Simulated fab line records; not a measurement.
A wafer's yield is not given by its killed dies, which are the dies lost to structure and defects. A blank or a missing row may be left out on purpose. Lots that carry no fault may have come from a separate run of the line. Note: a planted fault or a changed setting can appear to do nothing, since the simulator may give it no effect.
Lot-split experiment -- flow n5-finfet -- 21 wafers read across 7 lots, on a route 1938 steps long

== THE SPLIT ==
At N5_MOL_CONTACT_COAG_ETCH_106 (etches SOC in N2/H2, target depth 80 nm, overetch 16 nm, time 120 s), the setting source-w was moved away from the recipe's 840 W on 10 of the 21 wafers read, by -17.5% to +15.8%. For the rest of the wafers, this setting stayed at what the recipe calls for.

The reading is taken at the split's own step.

== THE READING ==
rf-vpp-V, in V, at N5_MOL_CONTACT_COAG_ETCH_106 (etches SOC in N2/H2, target depth 80 nm, overetch 16 nm, time 120 s). Fault-free wafers of this fab line usually give 524.1 V, standard deviation 1.9 V.

wafer,"tool, chamber at the split","source-w as run, W",against the recipe,"rf-vpp-V, V",against lot-mates on the recipe
L078.2,"rie-diel-01, 2",750.1,-10.7%,541.4,+15.0
L078.4,"rie-diel-01, 0",840,recipe,524.6,-
L078.5,"rie-diel-01, 1",840,recipe,528.2,-
L080.2,"rie-diel-04, 3",840,recipe,524.9,-
L080.3,"rie-diel-04, 2",738.5,-12.1%,545.5,+20.6
L080.4,"rie-diel-04, 2",738.5,-12.1%,547.5,+22.6
L083.1,"rie-diel-05, 2",972.5,+15.8%,500.3,-23.2
L083.3,"rie-diel-05, 0",972.5,+15.8%,500.8,-22.7
L083.6,"rie-diel-05, 1",840,recipe,523.5,-
L086.1,"rie-diel-05, 0",840,recipe,524.9,-
L086.5,"rie-diel-05, 2",840,recipe,523.6,-
L086.6,"rie-diel-05, 1",840,recipe,523.5,-
L089.1,"rie-diel-04, 2",894.6,+6.5%,514.1,no lot-mate on the recipe
L089.3,"rie-diel-04, 3",894.6,+6.5%,515.6,no lot-mate on the recipe
L089.6,"rie-diel-04, 3",894.6,+6.5%,515.8,no lot-mate on the recipe
L092.2,"rie-diel-01, 1",840,recipe,526.6,-
L092.3,"rie-diel-01, 2",840,recipe,518.9,-
L092.6,"rie-diel-01, 0",840,recipe,522.2,-
L094.2,"rie-diel-05, 1",692.7,-17.5%,556.7,+33.9
L094.4,"rie-diel-05, 3",692.7,-17.5%,556.5,+33.7
L094.6,"rie-diel-05, 1",840,recipe,522.8,-

FIT RESULTS
A straight line over all 21 wafers: rf-vpp-V changes by -1.68 V for each +1% of source-w; r = -0.99; the points scatter about the line by 2.3 V.
The same after taking each lot's own level away (the mean of its wafers on the recipe; 18 wafers): -1.68 V for each +1%; r = -0.99; scatter 2.5 V.
The reading moves by 30 V for the largest change in source-w, on that fit.
From 522.57 to 526.40 V: that is the span of the lots' own levels, equal to 2.0 times the standard deviation above.
So the lot-to-lot level changes the slope little: the two slopes agree.
Check: with one of the wafers moved furthest among these (-17.5%) left out of the fit, the line predicts +29.4 V for it against its lot-mates. It came out at +33.9 V against them.
Tool readings at the split's step, against how far the setting was moved: rf-vpp-V r = -0.99.

== ADDITIONAL SPLITS CARRIED BY THESE WAFERS ==
Note: prior to the reading, these wafers also went through further splits. Each is held against what the fit with the lots' levels taken away leaves over:
other split on the same wafers,wafers away from the commonest value,r with rf-vpp-V (lot level and that fit taken away)
N5_SDB_ETCH_25 time-s,8,-0.07
N5_SDB_ALD_29 ald-cycles,4,-0.05
N5_HKMG_FIN_EXPOSE_09 dose-mj,8,-0.04
N5_GATE_CUT_ETCH_58 time-s,11,+0.28

== FILE'S OWN FIT ==
rf-vpp-V changes by -1.68 V for each +1% of source-w, r = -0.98.
